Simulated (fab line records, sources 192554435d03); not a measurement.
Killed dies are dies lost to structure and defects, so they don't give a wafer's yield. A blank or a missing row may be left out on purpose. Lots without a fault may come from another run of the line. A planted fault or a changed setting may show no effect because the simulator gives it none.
fab line records | flow n5_finfet
record lots=24 wafers=72 last_day=18
route steps=1938 shown BEOL_M5@1187 BEOL_M6@1208
lots that met no fault: from a run of the same line without faults
start_h: hours from the record's first day to the start of the lot's first wafer shown | wait_h: hours since the lot's step before | " the same as in the row above | L1.1+2: a row that stands for several wafers | - no value, or no start given | * or withheld: withheld | < > ~ a bound
route shown NAME@n: a module of which the file shows steps, and the number in the route of the first | usual: mean/standard deviation of fault-free wafers | same: alike in all rows | chamber/n: place in a boat | sites: the reading at each site | _std_site: their standard deviation | _edge_site: outer sites' mean less inner sites' | radius_mm: how far each site lies from the wafer's centre | mask NAME#n: copy n | behind: the tool/chamber that last shaped the wafer | hold: why the lot was held/for how many hours/how that ended | device: the transistor (n, p or np) that didn't switch | end of line: the same wafers' tests at the end of the route | a step without rows: its recipe alone | killed: dies lost to structure and defects at the first sort, not the wafer's yield | map: a wafer's dies, x killed, . not, _ none there
set.NAME: the setting as run; set.NAME@STEP: as run at that earlier step | model.NAME: the simulator's own value behind a step, which no gauge read
steps of the route over a sample of lots; a table a step, a row a wafer
services: from which hour (start_h, from the record's first day; less than 0 if before it) a tool's chamber was out of use, for how many hours, and why
## steps
# step N5_BEOL_M5_THK_MEAS_53
# recipe thk_meas_gauge=xrf reads=Cu_of_BEOL_M5_ECD_50
# usual M5_THK=62.4/2.3
# columns lot.wafer tool chamber start_h wait_h M5_THK[nm]
L074.1 film_metro-01 - 178.95 - 61.4
L074.3 " - " " 58.4
L074.4 " - " " 62.7
L075.1 film_metro-01 - 186.28 - 65.0
L075.4 " - " " 64.9
L075.6 " - " " 64.8
L077.3 film_metro-02 - 201.25 - 61.2
L077.5 " - " " 61.4
L077.6 " - " " 63.2
L076.4 film_metro-01 - 212.61 - 59.3
L076.5 " - " " 61.1
L076.6 " - " " 60.8
L078.1 film_metro-01 - 220.09 - 64.4
L078.2 " - " " 63.2
L078.3 " - " " 61.2
L079.2 film_metro-02 - 230.91 - 61.2
L079.4 " - " " 60.4
L079.5 " - " " 60.1
L080.1 film_metro-01 - 239.95 - 66.0
L080.4 " - " " 67.6
L080.5 " - " " 68.0
L082.1 film_metro-01 - 242.32 - 63.0
L082.3 " - " " 64.3
L082.4 " - " " 65.7
L081.1 film_metro-02 - 245.73 - 65.7
L081.2 " - " " 64.6
L081.6 " - " " 64.8
L083.3 film_metro-02 - 254.20 - 58.0
L083.5 " - " " 60.2
L083.6 " - " " 62.3
L084.1 film_metro-01 - 256.05 - 63.1
L084.2 " - " " 65.8
L084.5 " - " " 63.3
L086.3 film_metro-01 - 261.88 - 57.7
L086.4 " - " " 60.7
L086.6 " - " " 60.8
L085.2 film_metro-02 - 262.80 - 60.6
L085.4 " - " " 64.0
L085.6 " - " " 63.2
L088.2 film_metro-02 - 269.80 - 58.4
L088.4 " - " " 63.3
L088.6 " - " " 63.1
L087.2 film_metro-02 - 275.34 - 61.3
L087.4 " - " " 61.5
L087.6 " - " " 64.8
L090.2 film_metro-02 - 280.72 - 58.1
L090.3 " - " " 62.0
L090.5 " - " " 62.6
L089.1 film_metro-01 - 286.93 - 60.3
L089.3 " - " " 57.8
L089.6 " - " " 61.4
L091.3 film_metro-01 - 296.83 - 63.8
L091.4 " - " " 59.2
L091.6 " - " " 58.4
L092.2 film_metro-01 - 300.05 - 67.2
L092.3 " - " " 64.0
L092.5 " - " " 62.4
L093.2 film_metro-02 - 307.50 - 61.2
L093.5 " - " " 59.4
L093.6 " - " " 63.2
L094.2 film_metro-01 - 312.78 - 60.9
L094.4 " - " " 65.1
L094.5 " - " " 64.0
L095.1 film_metro-01 - 328.40 - 61.9
L095.2 " - " " 60.4
L095.3 " - " " 61.0
L097.1 film_metro-01 - 330.44 - 65.3
L097.3 " - " " 63.8
L097.4 " - " " 66.6
L096.3 film_metro-02 - 332.87 - 63.8
L096.5 " - " " 62.1
L096.6 " - " " 63.6
# step N5_BEOL_M5_INSPECT_58
# recipe inspect_instrument=darkfield mode=post_dep
# usual raw_defect_count=74/24
# columns lot.wafer tool chamber start_h wait_h raw_defect_count
L074.1 defect_inspect-02 - 179.24 0.0 76
L074.3 " - " " 124
L074.4 " - " " 88
L075.1 defect_inspect-02 - 186.60 0.0 54
L075.4 " - " " 77
L075.6 " - " " 85
L077.3 defect_inspect-02 - 201.53 0.0 67
L077.5 " - " " 66
L077.6 " - " " 59
L076.4 defect_inspect-02 - 212.89 0.0 109
L076.5 " - " " 54
L076.6 " - " " 85
L078.1 defect_inspect-02 - 220.38 0.0 66
L078.2 " - " " 54
L078.3 " - " " 57
L079.2 defect_inspect-01 - 231.19 0.0 79
L079.4 " - " " 99
L079.5 " - " " 88
L080.1 defect_inspect-02 - 240.23 0.0 137
L080.4 " - " " 79
L080.5 " - " " 87
L082.1 defect_inspect-02 - 242.62 0.0 88
L082.3 " - " " 97
L082.4 " - " " 108
L081.1 defect_inspect-01 - 246.01 0.0 117
L081.2 " - " " 91
L081.6 " - " " 89
L083.3 defect_inspect-02 - 254.49 0.0 84
L083.5 " - " " 122
L083.6 " - " " 67
L084.1 defect_inspect-02 - 256.33 0.0 86
L084.2 " - " " 78
L084.5 " - " " 44
L086.3 defect_inspect-01 - 262.17 0.0 62
L086.4 " - " " 54
L086.6 " - " " 83
L085.2 defect_inspect-01 - 263.30 0.0 74
L085.4 " - " " 66
L085.6 " - " " 98
L088.2 defect_inspect-02 - 270.08 0.0 51
L088.4 " - " " 45
L088.6 " - " " 75
L087.2 defect_inspect-02 - 275.63 0.0 61
L087.4 " - " " 91
L087.6 " - " " 62
L090.2 defect_inspect-01 - 281.01 0.0 74
L090.3 " - " " 63
L090.5 " - " " 60
L089.1 defect_inspect-01 - 287.22 0.0 67
L089.3 " - " " 54
L089.6 " - " " 68
L091.3 defect_inspect-01 - 297.12 0.0 55
L091.4 " - " " 96
L091.6 " - " " 66
L092.2 defect_inspect-02 - 300.39 0.0 95
L092.3 " - " " 70
L092.5 " - " " 74
L093.2 defect_inspect-02 - 307.85 0.0 74
L093.5 " - " " 94
L093.6 " - " " 79
L094.2 defect_inspect-02 - 313.06 0.0 73
L094.4 " - " " 51
L094.5 " - " " 50
L095.1 defect_inspect-02 - 328.69 0.0 60
L095.2 " - " " 51
L095.3 " - " " 43
L097.1 defect_inspect-02 - 330.73 0.0 72
L097.3 " - " " 95
L097.4 " - " " 74
L096.3 defect_inspect-02 - 333.16 0.0 59
L096.5 " - " " 76
L096.6 " - " " 66
# step N5_BEOL_M6_OVL_MEAS_12
# recipe points_per_wafer=44
# usual M6_OVL=0.0/0.72
# columns lot.wafer tool chamber start_h wait_h M6_OVL[nm]
L074.1 overlay-01 0 180.48 0.0 -0.4
L074.3 " 0 " " 1.6
L074.4 " 0 " " -0.2
L075.1 overlay-02 0 189.79 0.0 -0.1
L075.4 " 0 " " -1.1
L075.6 " 0 " " 0.0
L077.3 overlay-01 0 203.15 0.0 1.8
L077.5 " 0 " " 1.3
L077.6 " 0 " " 0.5
L076.4 overlay-02 0 215.02 0.0 0.3
L076.5 " 0 " " -0.2
L076.6 " 0 " " 1.0
L078.1 overlay-02 0 222.12 0.0 0.3
L078.2 " 0 " " 0.7
L078.3 " 0 " " -0.2
L079.2 overlay-01 0 232.54 0.0 -0.3
L079.4 " 0 " " -0.2
L079.5 " 0 " " -0.2
L080.1 overlay-01 0 245.64 0.0 -0.8
L080.4 " 0 " " -1.3
L080.5 " 0 " " 0.3
L082.1 overlay-01 0 245.70 0.0 0.2
L082.3 " 0 " " 0.6
L082.4 " 0 " " 0.8
L081.1 overlay-01 0 249.06 0.0 -0.2
L081.2 " 0 " " -1.0
L081.6 " 0 " " -0.9
L083.3 overlay-02 0 256.95 0.0 0.2
L083.5 " 0 " " 0.2
L083.6 " 0 " " 0.2
L084.1 overlay-01 0 258.71 0.0 -1.2
L084.2 " 0 " " -0.1
L084.5 " 0 " " -1.1
L086.3 overlay-02 0 263.43 0.0 -0.2
L086.4 " 0 " " -0.8
L086.6 " 0 " " -0.4
L085.2 overlay-01 0 265.77 0.0 0.1
L085.4 " 0 " " -0.7
L085.6 " 0 " " -1.6
L088.2 overlay-02 0 274.70 0.1 -0.4
L088.4 " 0 " " 0.1
L088.6 " 0 " " -0.2
L087.2 overlay-01 0 278.61 0.0 0.2
L087.4 " 0 " " -0.5
L087.6 " 0 " " 0.3
L090.2 overlay-02 0 282.27 0.0 1.9
L090.3 " 0 " " -0.5
L090.5 " 0 " " -0.1
L089.1 overlay-02 0 289.29 0.0 -0.2
L089.3 " 0 " " 0.0
L089.6 " 0 " " 0.5
L091.3 overlay-01 0 298.58 0.0 0.6
L091.4 " 0 " " 0.3
L091.6 " 0 " " 0.6
L092.2 overlay-02 0 302.54 0.0 0.0
L092.3 " 0 " " 0.6
L092.5 " 0 " " 0.2
L093.2 overlay-01 0 310.05 0.0 -0.2
L093.5 " 0 " " 0.7
L093.6 " 0 " " 0.0
L094.2 overlay-02 0 315.83 0.0 -0.4
L094.4 " 0 " " 0.2
L094.5 " 0 " " -0.6
L095.1 overlay-01 0 330.16 0.0 -0.3
L095.2 " 0 " " -1.0
L095.3 " 0 " " 0.9
L097.1 overlay-01 0 333.25 0.0 0.3
L097.3 " 0 " " -0.4
L097.4 " 0 " " -0.3
L096.3 overlay-01 0 338.45 0.0 -0.8
L096.5 " 0 " " 0.4
L096.6 " 0 " " -1.5
# step N5_BEOL_M6_ETCH_62
# recipe chemistry=N2/H2 target=SOC target_depth_a=1100 overetch_a=220 mask_material=SiARC temp_c=40 time_s=165 ion_energy_ev=200 pressure_mtorr=30 source_w=840 bias_w=150 n2_flow_sccm=200 h2_flow_sccm=200
# usual drypump_motor_current_A=5.7/0.42 oes_product_au=0.69/0.063 rf_vpp_V=523.9/2.4 showerhead_plenum_p_Torr=2.54/0.086 throttle_valve_pct=17.75/0.16
# columns lot.wafer tool chamber start_h wait_h drypump_motor_current_A oes_product_au rf_hours_counter_h rf_vpp_V showerhead_plenum_p_Torr throttle_valve_pct
L074.1 rie_diel-01 0 181.22 0.0 5.2 0.70 72 527.5 2.68 17.77
L074.3 " 2 " " 5.6 0.73 51 520.0 2.47 17.48
L074.4 " 3 " " 6.1 0.58 - 523.4 2.52 18.28
L075.1 rie_diel-04 2 190.19 0.0 6.0 0.61 190 524.4 2.53 17.58
L075.4 " 2 " " 6.0 0.61 - 523.9 2.53 17.59
L075.6 " 1 " " 5.9 0.57 - 524.4 2.62 18.25
L077.3 rie_diel-01 2 203.30 0.0 5.6 0.72 61 521.7 2.46 17.50
L077.5 " 2 " " 5.6 0.72 - 520.9 2.46 17.48
L077.6 " 3 " " 6.1 0.58 - 522.3 2.51 18.29
L076.4 rie_diel-06 1 215.34 0.0 6.4 0.75 38 528.4 2.71 17.67
L076.5 " 0 " " 5.2 0.60 - 525.4 2.62 17.58
L076.6 " 3 " " 5.1 0.71 - 520.4 2.48 17.86
L078.1 rie_diel-04 2 222.27 0.0 6.0 0.61 204 522.1 2.52 17.63
L078.2 " 3 " " 5.1 0.69 104 520.7 2.46 17.84
L078.3 " 1 " " 5.8 0.79 4 525.6 2.62 17.83
L079.2 rie_diel-06 3 232.71 0.0 5.1 0.70 67 522.1 2.47 17.84
L079.4 " 2 " " 5.8 0.70 82 524.1 2.57 17.67
L079.5 " 1 " " 6.4 0.74 - 528.6 2.70 17.69
L080.1 rie_diel-04 0 245.79 0.0 6.0 0.65 146 520.5 2.44 17.66
L080.4 " 3 " " 5.1 0.68 111 521.4 2.45 17.86
L080.5 " 0 " " 6.0 0.65 - 521.5 2.45 17.63
L082.1 rie_diel-06 0 245.85 0.0 5.2 0.59 228 525.6 2.61 17.60
L082.3 " 2 " " 5.8 0.69 86 524.7 2.57 17.69
L082.4 " 1 " " 6.3 0.73 47 527.8 2.70 17.68
L081.1 rie_diel-01 0 249.69 0.0 5.2 0.67 103 527.0 2.67 17.83
L081.2 " 3 " " 6.2 0.80 9 523.2 2.51 17.66
L081.6 " 2 " " 5.6 0.71 - 522.3 2.45 17.52
L083.3 rie_diel-01 1 257.14 0.0 5.4 0.81 3 523.6 2.49 17.74
L083.5 " 1 " " 5.3 0.79 - 522.7 2.49 17.73
L083.6 " 0 " " 5.2 0.67 - 528.5 2.67 17.82
L084.1 rie_diel-06 1 258.86 0.0 6.3 0.72 51 528.2 2.70 17.68
L084.2 " 3 " " 5.1 0.70 75 523.7 2.47 17.87
L084.5 " 0 " " 5.2 0.59 - 526.3 2.61 17.60
L086.3 rie_diel-01 2 263.58 0.0 5.6 0.70 87 522.7 2.45 17.56
L086.4 " 0 " " 5.2 0.66 107 526.5 2.67 17.82
L086.6 " 1 " " 5.4 0.80 - 522.5 2.49 17.74
L085.2 rie_diel-04 0 266.10 0.0 6.0 0.65 153 520.9 2.44 17.66
L085.4 " 3 " " 5.2 0.67 118 520.9 2.45 17.88
L085.6 " 1 " " 5.9 0.75 - 527.2 2.61 17.87
L088.2 rie_diel-04 3 274.85 0.0 5.1 0.67 120 520.7 2.45 17.89
L088.4 " 1 " " 5.9 0.73 21 525.8 2.61 17.88
L088.6 " 1 " " 5.9 0.74 - 525.7 2.61 17.87
L087.2 rie_diel-04 1 278.76 0.0 5.9 0.74 23 525.5 2.61 17.86
L087.4 " 2 " " 6.0 0.59 224 524.0 2.51 17.64
L087.6 " 3 " " 5.2 0.68 - 522.3 2.45 17.89
L090.2 rie_diel-04 1 282.55 0.0 5.9 0.74 24 525.2 2.61 17.89
L090.3 " 3 " " 5.2 0.67 122 522.0 2.45 17.89
L090.5 " 0 " " 6.0 0.64 - 520.7 2.44 17.66
L089.1 rie_diel-01 3 289.44 0.0 6.1 0.77 23 521.8 2.50 17.66
L089.3 " 2 " " 5.6 0.69 97 522.5 2.45 17.55
L089.6 " 0 " " 5.2 0.66 - 526.2 2.66 17.85
L091.3 rie_diel-06 3 298.73 0.0 5.1 0.69 88 522.6 2.47 17.88
L091.4 " 1 " " 6.3 0.71 64 528.6 2.69 17.75
L091.6 " 2 " " 5.8 0.67 - 523.3 2.56 17.72
L092.2 rie_diel-06 2 302.69 0.0 5.8 0.68 104 525.1 2.56 17.71
L092.3 " 1 " " 6.4 0.71 66 528.0 2.69 17.72
L092.5 " 3 " " 5.1 0.69 - 521.1 2.46 17.89
L093.2 rie_diel-01 3 310.28 0.0 6.1 0.77 30 522.7 2.50 17.70
L093.5 " 3 " " 6.2 0.77 - 523.4 2.50 17.70
L093.6 " 0 " " 5.2 0.65 - 528.4 2.66 17.86
L094.2 rie_diel-06 3 315.98 0.0 5.1 0.68 95 522.9 2.46 17.88
L094.4 " 3 " " 5.1 0.69 - 522.2 2.46 17.91
L094.5 " 1 " " 6.4 0.70 - 526.9 2.69 17.72
L095.1 rie_diel-01 0 330.31 0.0 5.2 0.65 131 526.2 2.66 17.86
L095.2 " 2 " " 5.6 0.68 112 522.9 2.44 17.58
L095.3 " 3 " " 6.1 0.76 39 522.0 2.50 17.72
L097.1 rie_diel-04 3 333.50 0.0 5.2 0.66 139 520.9 2.44 17.93
L097.3 " 1 " " 5.8 0.71 40 525.6 2.60 17.91
L097.4 " 2 " " 6.0 0.58 242 521.5 2.51 17.69
L096.3 rie_diel-06 1 338.69 0.0 6.3 0.69 79 527.6 2.69 17.75
L096.5 " 2 " " 5.8 0.67 - 524.1 2.55 17.72
L096.6 " 3 " " 5.1 0.68 - 520.2 2.46 17.93
# step N5_BEOL_M6_STRIP_36
# recipe chemistry=N2/H2 power_w=450 temp_c=40 pressure_mtorr=20 rf_frequency_hz=6e+07 overash_fraction=0.3 bias_power_w=7 h2_frac=0.5 n2_flow_sccm=200 h2_flow_sccm=200
# usual drypump_motor_current_A=5.7/0.4 oes_product_au=0.81/0.081 rf_vpp_V=59.0/1.4 showerhead_plenum_p_Torr=2.52/0.08 throttle_valve_pct=23.57/0.22
# columns lot.wafer tool chamber start_h wait_h drypump_motor_current_A oes_product_au rf_hours_counter_h rf_vpp_V showerhead_plenum_p_Torr throttle_valve_pct
L074.1 rie_diel-04 3 182.66 0.0 5.2 0.82 92 61.7 2.46 23.58
L074.3 " 0 " " 6.0 0.76 122 58.5 2.45 23.46
L074.4 " 2 " " 6.0 0.71 187 58.1 2.53 23.36
L075.1 rie_diel-01 3 192.69 0.0 6.2 0.67 257 56.8 2.51 24.45
L075.4 " 2 " " 5.6 0.86 - 58.5 2.46 23.15
L075.6 " 3 " " 6.2 0.68 - 59.9 2.51 24.43
L077.3 rie_diel-06 2 205.38 0.0 5.8 0.84 73 61.6 2.57 23.43
L077.5 " 3 " " 5.0 0.89 - 58.9 2.47 23.68
L077.6 " 2 " " 5.8 0.84 - 61.4 2.57 23.45
L076.4 rie_diel-04 0 216.64 0.0 6.0 0.77 137 59.8 2.44 23.50
L076.5 " 2 " " 6.0 0.69 - 59.3 2.52 23.37
L076.6 " 1 " " 5.8 0.97 - 59.6 2.62 23.85
L078.1 rie_diel-04 0 223.68 0.0 5.9 0.78 140 57.7 2.44 23.46
L078.2 " 1 " " 5.9 0.96 5 57.5 2.62 23.86
L078.3 " 2 " " 6.0 0.71 205 60.2 2.52 23.36
L079.2 rie_diel-04 2 234.45 0.0 6.0 0.70 208 62.8 2.52 23.38
L079.4 " 3 " " 5.2 0.81 107 57.2 2.45 23.64
L079.5 " 1 " " 5.8 0.94 - 58.0 2.61 23.88
L082.1 rie_diel-04 3 248.28 0.0 5.1 0.79 111 61.2 2.45 23.64
L082.3 " 0 " " 5.9 0.76 147 59.5 2.44 23.49
L082.4 " 1 " " 5.8 0.93 13 60.6 2.61 23.87
L080.1 rie_diel-04 1 248.68 0.0 5.9 0.93 13 58.7 2.61 23.85
L080.4 " 0 " " 5.9 0.78 147 59.5 2.44 23.48
L080.5 " 0 " " 6.0 0.76 - 56.7 2.44 23.48
L081.1 rie_diel-01 2 251.86 0.0 5.6 0.82 83 58.0 2.45 23.20
L081.2 " 0 " " 5.2 0.79 104 59.8 2.66 23.70
L081.6 " 1 " " 5.3 0.97 - 58.8 2.49 23.61
L083.3 rie_diel-04 2 258.28 0.0 6.0 0.69 216 59.1 2.51 23.36
L083.5 " 0 " " 6.0 0.77 - 58.0 2.44 23.49
L083.6 " 3 " " 5.2 0.80 - 58.4 2.45 23.67
L084.1 rie_diel-06 2 261.17 0.0 5.9 0.81 90 59.0 2.56 23.47
L084.2 " 3 " " 5.1 0.84 76 61.1 2.47 23.67
L084.5 " 0 " " 5.1 0.68 - 56.7 2.61 23.25
L086.3 rie_diel-06 1 264.99 0.0 6.3 0.85 52 57.3 2.70 23.43
L086.4 " 0 " " 5.1 0.70 234 62.8 2.60 23.26
L086.6 " 3 " " 5.0 0.87 - 61.7 2.47 23.65
L085.2 rie_diel-04 0 268.52 0.0 6.0 0.76 153 61.0 2.44 23.50
L085.4 " 1 " " 5.9 0.92 20 59.2 2.61 23.90
L085.6 " 1 " " 5.9 0.91 - 56.2 2.61 23.89
L088.2 rie_diel-01 1 276.22 0.0 5.3 0.93 10 58.0 2.48 23.64
L088.4 " 0 " " 5.2 0.78 112 60.9 2.66 23.74
L088.6 " 2 " " 5.6 0.81 - 57.8 2.45 23.22
L087.2 rie_diel-06 2 280.24 0.0 5.8 0.81 96 59.3 2.56 23.47
L087.4 " 3 " " 5.0 0.84 82 56.8 2.46 23.68
L087.6 " 1 " " 6.4 0.84 - 57.9 2.69 23.45
L090.2 rie_diel-04 3 285.59 0.0 5.1 0.79 124 60.3 2.44 23.70
L090.3 " 2 " " 6.0 0.68 226 61.1 2.51 23.40
L090.5 " 0 " " 5.9 0.74 - 57.0 2.44 23.48
L089.1 rie_diel-01 1 291.99 0.0 5.3 0.92 16 58.2 2.48 23.64
L089.3 " 2 " " 5.6 0.82 98 59.4 2.44 23.21
L089.6 " 1 " " 5.3 0.92 - 59.5 2.48 23.62
L091.3 rie_diel-01 0 301.74 0.0 5.2 0.78 121 59.7 2.66 23.73
L091.4 " 1 " " 5.3 0.92 19 59.1 2.48 23.66
L091.6 " 2 " " 5.6 0.81 - 59.1 2.44 23.24
L092.2 rie_diel-06 0 306.02 0.0 5.2 0.68 248 58.7 2.60 23.29
L092.3 " 2 " " 5.8 0.78 105 59.8 2.56 23.52
L092.5 " 3 " " 5.1 0.84 - 57.0 2.46 23.68
L093.2 rie_diel-04 2 311.53 0.0 6.0 0.68 235 58.5 2.51 23.39
L093.5 " 2 " " 6.0 0.67 - 58.6 2.50 23.39
L093.6 " 3 " " 5.2 0.78 - 58.0 2.44 23.68
L094.2 rie_diel-04 3 318.65 0.0 5.2 0.79 135 58.6 2.44 23.65
L094.4 " 1 " " 5.9 0.87 36 60.1 2.60 23.91
L094.5 " 3 " " 5.2 0.76 - 60.7 2.44 23.64
L095.1 rie_diel-01 0 333.45 0.0 5.2 0.76 132 57.5 2.65 23.74
L095.2 " 3 " " 6.1 0.88 40 57.1 2.49 23.69
L095.3 " 2 " " 5.6 0.79 112 60.8 2.44 23.25
L097.1 rie_diel-04 0 338.38 0.0 6.0 0.74 174 59.5 2.43 23.51
L097.3 " 1 " " 5.9 0.85 42 60.8 2.60 23.93
L097.4 " 2 " " 6.0 0.67 244 62.6 2.50 23.39
L096.3 rie_diel-01 0 340.28 0.0 5.2 0.77 135 57.5 2.65 23.74
L096.5 " 0 " " 5.2 0.77 - 60.3 2.65 23.77
L096.6 " 1 " " 5.4 0.88 - 59.0 2.47 23.67
# step N5_BEOL_M6_ETCH_41
# recipe chemistry=CH3F/O2 target=SiCN target_depth_a=297 taper_deg=2 time_s=52 ion_energy_ev=120 mask_material=TiN pressure_mtorr=30 source_w=395 bias_w=75 Ar_flow_sccm=150 CH3F_flow_sccm=30 O2_flow_sccm=20
# usual O2_flow_sccm=19.99/0.061 drypump_motor_current_A=5.6/0.4 oes_product_au=0.81/0.083 rf_vpp_V=297.0/1.5 showerhead_plenum_p_Torr=1.98/0.06 throttle_valve_pct=16.21/0.16
# columns lot.wafer tool chamber start_h wait_h O2_flow_sccm drypump_motor_current_A oes_product_au rf_hours_counter_h rf_vpp_V showerhead_plenum_p_Torr throttle_valve_pct
L074.1 rie_diel-04 3 - - 20.04 5.1 0.82 92 296.0 1.94 16.40
L074.3 " 0 " " 20.02 5.9 0.78 122 297.0 1.94 16.13
L074.4 " 2 " " 19.98 6.0 0.70 187 296.3 1.98 16.07
L075.1 rie_diel-01 3 - - 19.99 6.1 0.69 257 296.6 1.94 16.39
L075.4 " 2 " " 19.90 5.6 0.86 - 297.4 1.94 16.07
L075.6 " 3 " " 20.05 6.2 0.69 - 298.1 1.94 16.36
L077.3 rie_diel-06 2 - - 20.00 5.8 0.86 73 298.0 2.02 16.16
L077.5 " 3 " " 19.96 5.1 0.85 - 295.8 1.95 16.28
L077.6 " 2 " " 19.93 5.8 0.86 - 297.7 2.02 16.16
L076.4 rie_diel-04 0 - - 20.05 5.9 0.78 137 296.4 1.93 16.17
L076.5 " 2 " " 20.05 6.0 0.69 - 297.6 1.97 16.10
L076.6 " 1 " " 20.03 5.8 0.96 - 297.5 2.06 16.20
L078.1 rie_diel-04 0 - - 19.91 6.0 0.78 140 294.8 1.93 16.16
L078.2 " 1 " " 20.03 5.9 0.96 5 298.2 2.06 16.21
L078.3 " 2 " " 19.88 6.0 0.69 205 296.9 1.97 16.10
L079.2 rie_diel-04 2 - - 19.97 6.0 0.69 208 298.5 1.97 16.09
L079.4 " 3 " " 20.04 5.1 0.80 107 294.3 1.94 16.44
L079.5 " 1 " " 20.06 5.8 0.93 - 297.8 2.06 16.23
L082.1 rie_diel-04 3 - - 19.95 5.1 0.80 111 296.2 1.94 16.45
L082.3 " 0 " " 19.95 5.9 0.77 147 295.3 1.93 16.18
L082.4 " 1 " " 19.96 5.8 0.93 13 297.8 2.06 16.22
L080.1 rie_diel-04 1 - - 19.99 5.9 0.92 13 297.2 2.06 16.23
L080.4 " 0 " " 19.99 5.9 0.76 147 295.1 1.93 16.18
L080.5 " 0 " " 20.00 5.9 0.77 - 294.9 1.93 16.19
L081.1 rie_diel-01 2 - - 19.97 5.6 0.82 83 297.0 1.93 16.12
L081.2 " 0 " " 20.00 5.2 0.80 104 298.8 2.09 16.24
L081.6 " 1 " " 19.91 5.4 0.97 - 297.7 1.96 16.20
L083.3 rie_diel-04 2 - - 20.09 6.0 0.68 216 297.2 1.97 16.10
L083.5 " 0 " " 20.02 5.9 0.77 - 297.0 1.93 16.19
L083.6 " 3 " " 20.05 5.2 0.79 - 295.4 1.94 16.46
L084.1 rie_diel-06 2 - - 19.99 5.8 0.84 90 297.1 2.02 16.19
L084.2 " 3 " " 20.10 5.1 0.84 76 297.5 1.94 16.33
L084.5 " 0 " " 20.08 5.1 0.69 - 297.4 2.06 16.25
L086.3 rie_diel-06 1 - - 20.07 6.4 0.86 52 300.9 2.10 16.11
L086.4 " 0 " " 20.06 5.2 0.69 234 298.9 2.06 16.23
L086.6 " 3 " " 19.97 5.1 0.83 - 295.7 1.94 16.34
L085.2 rie_diel-04 0 - - 20.14 5.9 0.76 153 296.7 1.93 16.18
L085.4 " 1 " " 19.94 5.8 0.91 20 299.3 2.05 16.26
L085.6 " 1 " " 20.01 5.8 0.90 - 299.0 2.05 16.24
L088.2 rie_diel-01 1 - - 20.01 5.3 0.94 10 296.7 1.96 16.23
L088.4 " 0 " " 19.96 5.2 0.79 112 298.7 2.08 16.25
L088.6 " 2 " " 20.04 5.6 0.81 - 296.7 1.93 16.14
L087.2 rie_diel-06 2 - - 20.01 5.8 0.83 96 299.4 2.02 16.22
L087.4 " 3 " " 20.08 5.0 0.83 82 294.4 1.94 16.33
L087.6 " 1 " " 19.87 6.4 0.85 - 298.8 2.10 16.13
L090.2 rie_diel-04 3 - - 19.91 5.1 0.78 124 295.3 1.93 16.47
L090.3 " 2 " " 20.02 6.0 0.67 226 297.2 1.97 16.12
L090.5 " 0 " " 19.91 6.0 0.74 - 294.8 1.93 16.21
L089.1 rie_diel-01 1 - - 19.97 5.3 0.92 16 296.7 1.95 16.22
L089.3 " 2 " " 20.06 5.6 0.81 98 296.4 1.93 16.15
L089.6 " 1 " " 20.01 5.3 0.92 - 297.0 1.95 16.22
L091.3 rie_diel-01 0 - - 19.86 5.2 0.78 121 298.5 2.08 16.27
L091.4 " 1 " " 20.03 5.3 0.91 19 296.6 1.95 16.22
L091.6 " 2 " " 19.90 5.6 0.81 - 295.8 1.93 16.17
L092.2 rie_diel-06 0 - - 20.03 5.2 0.67 248 297.0 2.06 16.25
L092.3 " 2 " " 19.94 5.8 0.82 105 297.4 2.01 16.21
L092.5 " 3 " " 19.95 5.1 0.81 - 296.6 1.94 16.37
L093.2 rie_diel-04 2 - - 19.96 6.0 0.68 235 295.8 1.96 16.13
L093.5 " 2 " " 19.97 6.0 0.67 - 296.1 1.96 16.14
L093.6 " 3 " " 20.14 5.1 0.77 - 296.0 1.93 16.50
L094.2 rie_diel-04 3 - - 19.94 5.1 0.77 135 296.1 1.93 16.48
L094.4 " 1 " " 20.04 5.8 0.87 36 299.1 2.05 16.27
L094.5 " 3 " " 19.85 5.1 0.77 - 296.5 1.93 16.47
L095.1 rie_diel-01 0 - - 20.00 5.2 0.77 132 300.4 2.08 16.28
L095.2 " 3 " " 19.93 6.1 0.90 40 296.2 1.93 15.83
L095.3 " 2 " " 20.06 5.6 0.79 112 295.1 1.92 16.17
L097.1 rie_diel-04 0 - - 19.99 5.9 0.74 174 295.8 1.92 16.25
L097.3 " 1 " " 19.96 5.8 0.87 42 297.9 2.05 16.29
L097.4 " 2 " " 19.98 6.0 0.67 244 296.7 1.96 16.17
L096.3 rie_diel-01 0 - - 20.00 5.2 0.76 135 298.5 2.08 16.29
L096.5 " 0 " " 20.07 5.2 0.76 - 299.0 2.08 16.30
L096.6 " 1 " " 20.07 5.3 0.88 - 297.0 1.95 16.25
## services
# columns tool chamber start_h hours kind
rie_diel-06 3 173.08 5.7 repair
rie_diel-04 3 185.80 9.3 repair
rie_diel-04 1 195.45 - clean
rie_diel-04 1 195.45 - consumable_replace:focus_ring
rie_diel-04 1 195.45 17.4 scheduled_down
rie_diel-04 1 195.45 17.4 vent_cycle
rie_diel-01 3 205.59 - clean
rie_diel-01 3 205.59 - consumable_replace:focus_ring
rie_diel-01 3 205.59 19.6 scheduled_down
rie_diel-01 3 205.59 19.6 vent_cycle
rie_diel-06 - 221.57 2.8 pm
rie_diel-01 1 225.32 - clean
rie_diel-01 1 225.32 - consumable_replace:focus_ring
rie_diel-01 1 225.32 22.4 scheduled_down
rie_diel-01 1 225.32 22.4 vent_cycle
rie_diel-06 - 256.88 0.1 repair
rie_diel-01 - 284.58 0.4 repair
rie_diel-06 0 311.12 - clean
rie_diel-06 0 311.12 - consumable_replace:esc
rie_diel-06 0 311.12 - consumable_replace:focus_ring
rie_diel-06 0 311.12 22.7 scheduled_down
rie_diel-06 0 311.12 22.7 vent_cycle
rie_diel-01 2 337.34 4.5 repair
## key
fault none
